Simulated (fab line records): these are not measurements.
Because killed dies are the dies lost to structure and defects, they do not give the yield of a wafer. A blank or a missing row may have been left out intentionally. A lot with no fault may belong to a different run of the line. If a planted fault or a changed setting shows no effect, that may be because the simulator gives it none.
Matching of chambers | flow n5Finfet | N5_BEOL_M13_TRENCH_ETCH_34 on rieDiel-05: 4 sister chambers
The step etches SiOC in C4F8/O2/Ar, target depth 413.47 nm, time 162.6 s. 4 wafers are shown with their chamber, then 8 later ones without.

WAFERS WITH THEIR CHAMBER
wafer  | chamber | showerheadPlenumPTorr (Torr)
L084.4 | 1       | 3.62
L086.3 | 3       | 3.53
L086.4 | 2       | 3.35
L090.1 | 0       | 3.40

WAFERS MISSING THEIR CHAMBER
wafer  | showerheadPlenumPTorr (Torr)
L090.2 | 3.61
L090.5 | 3.53
L092.1 | 3.61
L092.3 | 3.35
L092.6 | 3.52
L095.2 | 3.40
L095.3 | 3.60
L095.6 | 3.40

THE CHAMBER EACH PASSED THROUGH
wafer  | from the rows above | in truth
L090.2 | 1                   | 1
L090.5 | 3                   | 3
L092.1 | 1                   | 1
L092.3 | 2                   | 2
L092.6 | 3                   | 3
L095.2 | 0                   | 0
L095.3 | 1                   | 1
L095.6 | 0                   | 0
8 of 8 placed correctly. Left unplaced by these rows: 0. Number placed wrongly: 0.
How it was worked out, from the rows above alone: a wafer's distance from a chamber is the root of the sum, over the readings, of the square of ((its reading less the chamber's mean) divided by the reading's scatter). The wafer belongs to the nearest chamber; if the next one is less than 2 further off, it can't be placed. A chamber's mean is the mean of its shown wafers. The scatter (one wafer shown for each chamber): square how far every hidden wafer sits from the nearest shown wafer, average those squares and take the square root.
